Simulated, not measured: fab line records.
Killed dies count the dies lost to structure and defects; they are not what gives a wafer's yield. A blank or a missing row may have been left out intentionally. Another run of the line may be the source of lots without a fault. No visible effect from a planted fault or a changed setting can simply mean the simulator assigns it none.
Which tool did it?	flow n5 finfet	10 lots with 30 wafers sampled at 5 steps, on a route of 1938 steps

== WHAT EACH GAUGE READ, for each wafer ==
N5_BEOL_M4_RC_MEAS_101. Usual: DIBL_N 36.0 mV/V, standard deviation 2.5; DIBL_P 36.7 mV/V, standard deviation 3; IOFF_N 0.16 nA/um, standard deviation 0.043; IOFF_P 0.21 nA/um, standard deviation 0.049; ION_N 673 uA/um, standard deviation 15; ION_P 461 uA/um, standard deviation 9.8; SS_N 71.5 mV/dec, standard deviation 0.83; SS_P 73.4 mV/dec, standard deviation 0.83; VT_N 250 mV, standard deviation 4; VT_P -251 mV, standard deviation 4.
lot	measured	on	DIBL_N (mV/V)	DIBL_P (mV/V)	IOFF_N (nA/um)	IOFF_P (nA/um)	ION_N (uA/um)	ION_P (uA/um)	SS_N (mV/dec)	SS_P (mV/dec)	VT_N (mV)	VT_P (mV)	flag
L431	day 7 16:49	prober-02	41.7 36.4 36.7	41.5 34.4 34.5	0.27 0.14 0.15	0.30 0.17 0.18	687 663 664	465 449 449	73.2 71.2 71.7	75.1 73.3 74.0	244 255 255	-247 -257 -255	
L432	day 8 12:34	prober-02	36.6 38.3 34.3	37.3 38.7 34.4	0.18 0.20 0.13	0.19 0.22 0.16	697 686 676	468 459 463	71.9 72.2 70.9	74.1 74.5 73.0	248 247 254	-254 -251 -255	
L433	day 8 17:45	prober-02	40.0 35.5 40.0	40.4 35.8 41.7	0.22 0.14 0.24	0.22 0.16 0.25	691 664 700	455 444 469	72.0 71.4 72.0	73.9 73.5 73.8	243 251 242	-250 -258 -249	
L440	day 10 04:03	prober-02	39.1 37.2 34.3	38.8 38.2 35.3	0.18 0.15 0.12	0.17 0.17 0.14	668 665 651	445 443 444	72.7 71.9 70.4	74.5 73.6 73.3	251 251 254	-257 -258 -262	
L444	day 11 03:30	prober-01	41.8 34.5 35.7	41.4 32.9 33.3	0.27 0.13 0.13	0.32 0.18 0.18	684 668 650	462 462 447	73.2 70.4 71.9	74.9 72.5 73.4	247 251 256	-244 -251 -251	
L449	day 13 00:16	prober-02	33.7 35.5 37.5	35.3 37.1 38.7	0.12 0.15 0.17	0.17 0.19 0.20	674 679 666	458 461 445	71.4 71.3 72.2	72.8 73.7 74.1	255 250 253	-256 -253 -252	
L450	day 13 08:08	prober-01	37.2 33.4 34.2	38.7 33.9 34.3	0.19 0.13 0.15	0.26 0.19 0.20	677 662 682	464 463 472	71.9 70.9 71.5	73.6 72.9 72.6	248 253 246	-248 -250 -249	
L451	day 13 17:27	prober-01	36.2 35.2 38.7	37.5 35.9 40.4	0.17 0.15 0.22	0.23 0.21 0.29	690 686 685	470 475 466	71.2 71.5 72.0	73.6 72.8 74.1	246 250 244	-248 -248 -246	
L452	day 14 07:53	prober-01	36.6 35.8 35.0	39.2 38.0 36.9	0.19 0.16 0.14	0.24 0.21 0.20	694 684 669	479 469 461	70.8 71.7 71.0	73.8 73.5 73.1	242 248 252	-249 -251 -250	
L453	day 14 13:20	prober-01	35.6 37.2 35.3	36.6 38.3 36.1	0.14 0.17 0.13	0.17 0.19 0.16	672 683 650	454 463 445	71.1 71.8 70.9	72.9 73.6 73.2	252 251 254	-256 -254 -258	

== EACH LOT AND THE TOOL THAT RAN IT (in order: tool; ch and the chambers of the sampled wafers; start) ==
lot	N5_WELL_APT_DESCUM_13	N5_PMOS_HMC_CHANNEL_EPI_EPI_20	N5_PMOS_HMC_CHANNEL_EPI_CMP_21	N5_FIN_SAQP_PECVD_06
L431	rie diel-05 ch 0,2, day 1 19:50	epi rpcvd-04 ch 0, day 2 00:13	cmp-02 ch 1,2,3, day 2 02:12	pecvd-04 ch 0,2, day 2 03:38
L432	rie diel-04 ch 0,1, day 2 02:32	epi rpcvd-04 ch 0, day 2 06:50	cmp-02 ch 0,2,3, day 2 08:39	pecvd-01 ch 1,2, day 2 10:06
L433	rie diel-05 ch 0,2, day 2 08:04	epi rpcvd-04 ch 0, day 2 12:10	cmp-03 ch 0,1, day 2 13:30	pecvd-04 ch 0,1,2, day 2 15:07
L440	rie diel-04 ch 0,1,2, day 4 02:04	epi rpcvd-04 ch 0, day 4 06:31	cmp-03 ch 0,2,3, day 4 07:39	pecvd-04 ch 0,1, day 4 09:16
L444	rie diel-05 ch 0,1,2, day 5 02:45	epi rpcvd-01 ch 0, day 5 07:22	cmp-02 ch 0,1,3, day 5 08:52	pecvd-02 ch 1,2, day 5 10:29
L449	rie diel-04 ch 1,2,3, day 6 07:46	epi rpcvd-03 ch 0, day 6 12:43	cmp-03 ch 0,1,2, day 6 14:07	pecvd-02 ch 0,1,2, day 6 15:42
L450	rie diel-06 ch 1,2, day 6 13:44	epi rpcvd-04 ch 0, day 6 18:02	cmp-02 ch 1,2,3, day 6 19:11	pecvd-01 ch 0,2, day 6 22:36
L451	rie diel-06 ch 0,3, day 6 19:49	epi rpcvd-04 ch 0, day 7 00:29	cmp-03 ch 0,2,3, day 7 01:30	pecvd-01 ch 0,2, day 7 03:24
L452	rie diel-06 ch 0,2, day 7 01:40	epi rpcvd-04 ch 0, day 7 05:55	cmp-03 ch 0,2, day 7 07:17	pecvd-02 ch 0,2, day 7 08:52
L453	rie diel-04 ch 1,2, day 7 09:17	epi rpcvd-01 ch 0, day 7 13:14	cmp-02 ch 0,1,2, day 7 15:05	pecvd-04 ch 0,2, day 7 16:50
- N5_WELL_APT_DESCUM_13: chemistry O2, time 7.9 s.
- N5_PMOS_HMC_CHANNEL_EPI_EPI_20: deposits SiGe30, target thk 59 nm.
- N5_PMOS_HMC_CHANNEL_EPI_CMP_21: polishes SiGe30, target thk 54 nm.
- N5_FIN_SAQP_PECVD_06: deposits a-Si from SiH4/He, target thk 60 nm, time 48.1 s.

== WHAT THE TOOLS THEMSELVES READ (means of the sampled wafers that have a number; where no wafer has one, the mark that the record gives instead) ==
N5_WELL_APT_DESCUM_13. Usual: drypump motor current A 5.7 A, standard deviation 0.43; oes product au 0.75 a.u., standard deviation 0.082; rf vpp V 242.5 V, standard deviation 1.2; showerhead plenum p Torr 2.06 Torr, standard deviation 0.064; throttle valve pct 20.41 %, standard deviation 0.3.
lot	tool	drypump motor current A (A)	oes product au (a.u.)	rf vpp V (V)	showerhead plenum p Torr (Torr)	throttle valve pct (%)	flag
L431	rie diel-05	5.5	0.74	242.6	2.08	20.58	
L432	rie diel-04	5.5	0.73	241.9	2.02	20.22	
L433	rie diel-05	5.3	0.74	243.5	2.13	20.38	
L440	rie diel-04	5.5	0.73	241.9	2.08	20.34	
L444	rie diel-05	5.6	0.79	242.5	2.09	20.41	
L449	rie diel-04	5.4	0.79	243.8	2.08	20.20	
L450	rie diel-06	5.8	0.71	241.6	2.05	20.72	
L451	rie diel-06	6.5	0.82	241.9	2.03	20.31	
L452	rie diel-06	5.8	0.70	241.9	2.01	20.52	
L453	rie diel-04	5.6	0.72	243.5	2.13	20.47	

N5_PMOS_HMC_CHANNEL_EPI_EPI_20. Usual: susceptor temp C 600.00 C, standard deviation 0.29; susceptor_temp_C_max 601.4, standard deviation 0.86.
lot	tool	susceptor temp C (C)	susceptor_temp_C_max	flag
L431	epi rpcvd-04	599.82	601.0	
L432	epi rpcvd-04	599.57	600.5	
L433	epi rpcvd-04	612.96	614.0	OFF
L440	epi rpcvd-04	612.84	613.8	OFF
L444	epi rpcvd-01	599.61	600.4	
L449	epi rpcvd-03	599.97	602.7	
L450	epi rpcvd-04	600.02	601.0	
L451	epi rpcvd-04	599.93	601.0	
L452	epi rpcvd-04	600.26	601.3	
L453	epi rpcvd-01	599.82	600.6	

N5_PMOS_HMC_CHANNEL_EPI_CMP_21. Usual: motor current A at 12.6 A, with a standard deviation of 0.84.
lot	tool	motor current A (A)	flag
L431	cmp-02	13.7	
L432	cmp-02	13.7	
L433	cmp-03	12.2	
L440	cmp-03	13.0	
L444	cmp-02	13.7	
L449	cmp-03	12.0	
L450	cmp-02	13.3	
L451	cmp-03	12.4	
L452	cmp-03	12.2	
L453	cmp-02	13.3	

N5_FIN_SAQP_PECVD_06. Usual: heater power w 813 W, standard deviation 110; showerhead plenum p Torr 5.65 Torr, standard deviation 0.044; throttle valve pct 18.1 %, standard deviation 1.3.
lot	tool	heater power w (W)	showerhead plenum p Torr (Torr)	throttle valve pct (%)	flag
L431	pecvd-04	836	5.62	19.3	
L432	pecvd-01	1047	5.60	18.4	
L433	pecvd-04	812	5.64	18.1	
L440	pecvd-04	798	5.64	19.4	
L444	pecvd-02	694	5.67	18.0	
L449	pecvd-02	725	5.68	18.3	
L450	pecvd-01	904	5.61	17.9	
L451	pecvd-01	1025	5.62	17.9	
L452	pecvd-02	703	5.72	18.5	
L453	pecvd-04	845	5.64	18.3	

== THE ANSWER, worked out from the rows above alone ==
Rule: a lot is off if the mean of its wafers that have a number lies more than 3 standard deviations from the usual mean. Also off: a lot with no number at a reading for which 4 or more lots have one. Where the step has rows for the other lots, those lots are counted as sound. First the gauges in route order, then the tools' own readings, where a lot's mean is used as printed above. At the first step where some lot is off, the reading lying furthest off is the one used; lots without a number count as furthest.
Off, at N5_PMOS_HMC_CHANNEL_EPI_EPI_20 on susceptor temp C: L433, L440.
A tool fits if, at that step or a process step before it, it ran every lot that is off, and no sound lot after the first of them. No candidate that was tried fits.

== WHAT THE SIMULATOR PUT IN ==
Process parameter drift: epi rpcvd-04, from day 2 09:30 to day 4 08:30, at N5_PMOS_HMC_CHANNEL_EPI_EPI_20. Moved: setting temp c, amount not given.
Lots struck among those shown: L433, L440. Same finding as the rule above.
